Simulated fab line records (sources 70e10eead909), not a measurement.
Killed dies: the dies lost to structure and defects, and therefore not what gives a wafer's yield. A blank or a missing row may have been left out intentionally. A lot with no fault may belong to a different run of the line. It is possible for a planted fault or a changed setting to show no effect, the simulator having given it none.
Which tool was responsible?    flow nand_harc    12 lots with 35 wafers sampled at 5 steps, on a route of 1159 steps

WHAT EACH GAUGE READ, for each wafer
NHARC_END_SORT_01. Usual: killed_at_array 28, standard deviation 8.9; killed_at_other 0.8, standard deviation 1.2; killed_at_periphery 3.3, standard deviation 2.3; killed_dies 32, standard deviation 9.4; killed_open 3.2, standard deviation 1.8; killed_short 1.9, standard deviation 1.4.
lot   measured      on         killed_at_array  killed_at_other  killed_at_periphery  killed_dies  killed_open  killed_short  flag
L855  day 24 07:40  prober-01  37 32 43         1 0 1            2 1 2                40 33 46     4 2 3        4 1 5         

EACH LOT AND THE TOOL THAT RAN IT (in order: tool; ch and the chambers of the sampled wafers; start)
lot   NHARC_A_STAIRCASE_ETCH_21                      NHARC_A_STAIRCASE_TRIM_26                      NHARC_A_STAIRCASE_TRIM_189                     NHARC_A_STAIRCASE_ETCH_203
L837  rie_diel-05 ch 0,2,3, day 10 12:11 or earlier  rie_diel-05 ch 0,1,2, day 10 12:11 or earlier  rie_diel-01 ch 0,1,2, day 10 12:11 or earlier  rie_diel-05 ch 0,1,2, day 10 12:11
L839  rie_diel-05 ch 0,1,3, day 11 15:02 or earlier  rie_diel-05 ch 1,2,3, day 11 15:02 or earlier  rie_diel-05 ch 0,1,2, day 11 15:02 or earlier  rie_diel-01 ch 0,1, day 11 15:02
L842  rie_diel-05 ch 1,2,3, day 12 05:09 or earlier  rie_diel-05 ch 0,3, day 12 05:09 or earlier    rie_diel-10 ch 1,2,3, day 12 05:09 or earlier  rie_diel-10 ch 1,3, day 12 05:09
L844  rie_diel-10 ch 1,2,3, day 13 06:50 or earlier  rie_diel-10 ch 2,3, day 13 06:50 or earlier    rie_diel-05 ch 2,3, day 13 06:50 or earlier    rie_diel-05 ch 0,2, day 13 06:50
L847  rie_diel-05 ch 1,2, day 13 17:47 or earlier    rie_diel-05 ch 0,1,2, day 13 17:47 or earlier  rie_diel-05 ch 0,1,2, day 13 17:47 or earlier  rie_diel-05 ch 0,2, day 13 17:47
L849  rie_diel-01 ch 0,2, day 14 18:09 or earlier    rie_diel-01 ch 1,3, day 14 18:09 or earlier    rie_diel-05 ch 0,3, day 14 18:09 or earlier    rie_diel-05 ch 0, day 14 18:09
L853  rie_diel-01 ch 1,3, day 14 23:47 or earlier    rie_diel-01 ch 0,2,3, day 14 23:47 or earlier  rie_diel-05 ch 0,2,3, day 14 23:47 or earlier  rie_diel-01 ch 1,2, day 14 23:47
L856  rie_diel-05 ch 0,1,2, day 15 08:19 or earlier  rie_diel-05 ch 0,2,3, day 15 08:19 or earlier  rie_diel-01 ch 0,1,2, day 15 08:19 or earlier  rie_diel-01 ch 0,1,3, day 15 08:19
L854  rie_diel-05 ch 0,1,3, day 15 08:51 or earlier  rie_diel-05 ch 1,2,3, day 15 08:51 or earlier  rie_diel-10 ch 0,2,3, day 15 08:51 or earlier  rie_diel-10 ch 0,2,3, day 15 08:51
L855  rie_diel-01 ch 0,2,3, day 15 14:38 or earlier  rie_diel-01 ch 0,1,3, day 15 14:38 or earlier  rie_diel-10 ch 1,2,3, day 15 14:38 or earlier  rie_diel-10 ch 1,2,3, day 15 14:38
L857  rie_diel-01 ch 0,3, day 16 00:38 or earlier    rie_diel-01 ch 0,2, day 16 00:38 or earlier    rie_diel-01 ch 0,1,2, day 16 00:38 or earlier  rie_diel-01 ch 0,1,2, day 16 00:38
L859  rie_diel-05 ch 0,3, day 16 15:29 or earlier    rie_diel-05 ch 0,1,3, day 16 15:29 or earlier  rie_diel-10 ch 0,1,3, day 16 15:29 or earlier  rie_diel-10 ch 0,3, day 16 15:29
- NHARC_A_STAIRCASE_ETCH_21: etches the open film in C4F8/O2, target depth 100 nm, time 40.5 s.
- NHARC_A_STAIRCASE_TRIM_26: chemistry O2, time 211.2 s.
- NHARC_A_STAIRCASE_TRIM_189: chemistry O2, time 211.2 s.
- NHARC_A_STAIRCASE_ETCH_203: etches the open film in C4F8/O2, target depth 100 nm, time 40.5 s.

WHAT THE TOOLS THEMSELVES READ (means of the sampled wafers that have a number; where no wafer has one, the mark that the record gives instead)
NHARC_A_STAIRCASE_ETCH_21. Usual: oes_product_au 0.950 a.u., standard deviation 0.018; rf_vpp_V 896 V, standard deviation 6.1; run_length_s 61.8 s, standard deviation 0.37.
lot   tool         oes_product_au (a.u.)  rf_vpp_V (V)  run_length_s (s)  flag
L837  rie_diel-05  0.942                  893           61.8              
L839  rie_diel-05  0.947                  892           61.5              
L842  rie_diel-05  0.977                  896           61.6              
L844  rie_diel-10  0.951                  903           61.8              
L847  rie_diel-05  0.962                  896           61.8              
L849  rie_diel-01  0.956                  890           62.1              
L853  rie_diel-01  0.950                  903           62.1              
L856  rie_diel-05  0.913                  892           61.6              
L854  rie_diel-05  0.923                  891           61.5              
L855  rie_diel-01  0.972                  895           62.1              
L857  rie_diel-01  0.944                  896           61.9              
L859  rie_diel-05  0.963                  896           61.5              

NHARC_A_STAIRCASE_TRIM_26. Usual: drypump_motor_current_A 5.6 A, standard deviation 0.4; oes_product_au 1.001 a.u., standard deviation 0.0078; rf_vpp_V 57.7 V, standard deviation 0.93; showerhead_plenum_p_Torr 3.52 Torr, standard deviation 0.17; throttle_valve_pct 17.036 %, standard deviation 0.01.
lot   tool         drypump_motor_current_A (A)  oes_product_au (a.u.)  rf_vpp_V (V)  showerhead_plenum_p_Torr (Torr)  throttle_valve_pct (%)  flag
L837  rie_diel-05  5.8                          0.994                  57.0          3.46                             17.034                  
L839  rie_diel-05  5.4                          1.003                  57.2          3.51                             17.020                  
L842  rie_diel-05  5.7                          1.001                  56.6          3.34                             17.037                  
L844  rie_diel-10  5.6                          1.005                  58.6          3.68                             17.034                  
L847  rie_diel-05  5.8                          0.999                  57.1          3.44                             17.041                  
L849  rie_diel-01  5.5                          1.002                  58.0          3.74                             17.042                  
L853  rie_diel-01  5.4                          1.001                  57.2          3.51                             17.029                  
L856  rie_diel-05  5.5                          1.003                  57.9          3.42                             17.038                  
L854  rie_diel-05  5.4                          1.002                  57.8          3.49                             17.035                  
L855  rie_diel-01  5.5                          1.001                  57.9          3.61                             17.033                  
L857  rie_diel-01  5.5                          1.003                  57.2          3.36                             17.039                  
L859  rie_diel-05  5.7                          1.005                  57.6          3.58                             17.029                  

NHARC_A_STAIRCASE_TRIM_189. Usual: drypump_motor_current_A 5.6 A, standard deviation 0.39; oes_product_au 1.002 a.u., standard deviation 0.0071; rf_vpp_V 57.9 V, standard deviation 0.94; showerhead_plenum_p_Torr 3.53 Torr, standard deviation 0.17; throttle_valve_pct 17.037 %, standard deviation 0.0086.
lot   tool         drypump_motor_current_A (A)  oes_product_au (a.u.)  rf_vpp_V (V)  showerhead_plenum_p_Torr (Torr)  throttle_valve_pct (%)  flag
L837  rie_diel-01  5.7                          0.987                  58.0          3.48                             17.035                  
L839  rie_diel-05  5.8                          0.996                  58.4          3.45                             17.033                  
L842  rie_diel-10  5.6                          0.999                  57.6          3.72                             17.036                  
L844  rie_diel-05  5.2                          1.006                  57.8          3.52                             17.035                  
L847  rie_diel-05  5.8                          1.002                  57.5          3.44                             17.033                  
L849  rie_diel-05  5.5                          1.004                  58.0          3.36                             17.034                  
L853  rie_diel-05  5.5                          1.006                  58.6          3.42                             17.036                  
L856  rie_diel-01  5.7                          0.997                  57.4          3.46                             17.041                  
L854  rie_diel-10  5.6                          1.009                  58.1          3.56                             17.043                  
L855  rie_diel-10  5.6                          0.998                  57.8          3.70                             17.036                  
L857  rie_diel-01  5.7                          1.003                  57.9          3.46                             17.029                  
L859  rie_diel-10  5.3                          0.999                  57.5          3.58                             17.037                  

NHARC_A_STAIRCASE_ETCH_203. Usual: oes_product_au 0.943 a.u., standard deviation 0.0089; rf_vpp_V 896 V, standard deviation 6.2; run_length_s 61.8 s, standard deviation 0.39.
lot   tool         oes_product_au (a.u.)  rf_vpp_V (V)  run_length_s (s)  flag
L837  rie_diel-05  0.947                  893           61.6              
L839  rie_diel-01  0.939                  897           61.7              
L842  rie_diel-10  0.943                  904           61.9              
L844  rie_diel-05  0.945                  890           60.2              OFF
L847  rie_diel-05  0.941                  894           60.3              OFF
L849  rie_diel-05  0.942                  886           59.5              OFF
L853  rie_diel-01  0.948                  893           62.4              
L856  rie_diel-01  0.942                  899           62.1              
L854  rie_diel-10  0.952                  897           61.7              
L855  rie_diel-10  0.931                  902           61.9              
L857  rie_diel-01  0.932                  894           62.3              
L859  rie_diel-10  0.941                  891           61.7              

THE ANSWER, worked out from the rows above alone
Rule: lot off if the mean of its wafers having a number is beyond 3 standard deviations from the usual mean. A lot without any number at a reading at which 4 lots or more have one is off too. Where the step has rows for the other lots, those lots are counted as sound. Order of review: gauges by route order, followed by the tools' own readings, for which a lot's mean as printed above is used. The first step at which some lot is off is used, and at that step the reading that is off furthest; a lot without a number counts as furthest.
Off at NHARC_A_STAIRCASE_ETCH_203 (run_length_s): L844, L847, L849.
If a tool, at that step or one of the process steps before it, ran each lot that is off and ran no sound lot following the first of them, it fits. NHARC_A_STAIRCASE_ETCH_21 gives no start for some lots, so the hours and the order of its lots are those of NHARC_A_STAIRCASE_ETCH_203. NHARC_A_STAIRCASE_TRIM_26 gives no start for some lots, so the hours and the order of its lots are those of NHARC_A_STAIRCASE_ETCH_203. NHARC_A_STAIRCASE_TRIM_189 gives no start for some lots, so the hours and the order of its lots are those of NHARC_A_STAIRCASE_ETCH_203. One candidate fits, namely rie_diel-05 at NHARC_A_STAIRCASE_ETCH_203. A fault onset in the window from L837 (day 10 12:11, its last sound lot) to L844 (day 13 06:50, its first lot off) fits.
The tool's own readings at NHARC_A_STAIRCASE_ETCH_203 bear it out: on the lots that are off they differ by more than 5 times the standard deviation of the sound lots' means. run_length_s reads 60.0 s there against 61.9 s on the sound lots.

WHAT THE SIMULATOR HAD PUT IN
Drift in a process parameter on rie_diel-05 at NHARC_A_STAIRCASE_ETCH_203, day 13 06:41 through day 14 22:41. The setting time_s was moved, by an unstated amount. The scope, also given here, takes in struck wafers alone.
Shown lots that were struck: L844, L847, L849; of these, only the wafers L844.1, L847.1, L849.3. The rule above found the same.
